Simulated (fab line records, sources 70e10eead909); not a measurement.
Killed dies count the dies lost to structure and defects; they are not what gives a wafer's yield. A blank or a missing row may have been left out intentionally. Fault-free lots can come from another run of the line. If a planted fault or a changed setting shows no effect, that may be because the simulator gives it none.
Matching of chambers || flow nand_harc || 4 sister chambers for NHARC_A_BLC_CMP_25 on cmp-01
The step polishes, t overpolish 30 s, target thk 150 nm. 4 wafers are shown with their chamber, then 8 later ones without.

WAFERS WITH THEIR CHAMBER
{"wafer": "L087.4", "chamber": 2, "motor_current_A (A)": 11.9}
{"wafer": "L091.2", "chamber": 1, "motor_current_A (A)": 12.8}
{"wafer": "L091.4", "chamber": 3, "motor_current_A (A)": 11.1}
{"wafer": "L095.2", "chamber": 0, "motor_current_A (A)": 10.9}

WAFERS WITH NO CHAMBER GIVEN
{"wafer": "L095.4", "motor_current_A (A)": 11.2}
{"wafer": "L095.6", "motor_current_A (A)": 10.5}
{"wafer": "L094.1", "motor_current_A (A)": 11.6}
{"wafer": "L094.4", "motor_current_A (A)": 13.9}
{"wafer": "L094.6", "motor_current_A (A)": 11.0}
{"wafer": "L097.1", "motor_current_A (A)": 13.8}
{"wafer": "L097.2", "motor_current_A (A)": 11.3}
{"wafer": "L097.6", "motor_current_A (A)": 11.5}

CHAMBER TAKEN BY EACH
{"wafer": "L095.4", "from the rows above": "can't be placed: 3 or 0 or 2", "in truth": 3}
{"wafer": "L095.6", "from the rows above": "can't be placed: 0 or 3 or 2", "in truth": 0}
{"wafer": "L094.1", "from the rows above": "can't be placed: 2 or 3 or 0 or 1", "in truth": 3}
{"wafer": "L094.4", "from the rows above": "can't be placed: 1 or 2", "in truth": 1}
{"wafer": "L094.6", "from the rows above": "can't be placed: 0 or 3 or 2", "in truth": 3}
{"wafer": "L097.1", "from the rows above": "can't be placed: 1 or 2", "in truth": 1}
{"wafer": "L097.2", "from the rows above": "can't be placed: 3 or 0 or 2", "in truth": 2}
{"wafer": "L097.6", "from the rows above": "can't be placed: 2 or 3 or 0 or 1", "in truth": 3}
Correct placement for 0 of the 8. Can't be placed from these rows: 8 (the true chamber is among the candidates in 8). Placed wrongly: 0.
How it was worked out, from the rows above alone: a wafer's distance from a chamber is the root of the sum, over the readings, of the square of ((its reading less the chamber's mean) divided by the reading's scatter). If the next closest chamber is less than 2 further off than the closest, the wafer can't be placed; otherwise it belongs to the closest. A chamber's mean is the mean of its shown wafers. The scatter: with one shown wafer a chamber, the root of the mean of the squares of how far each hidden wafer lies from its nearest shown one.
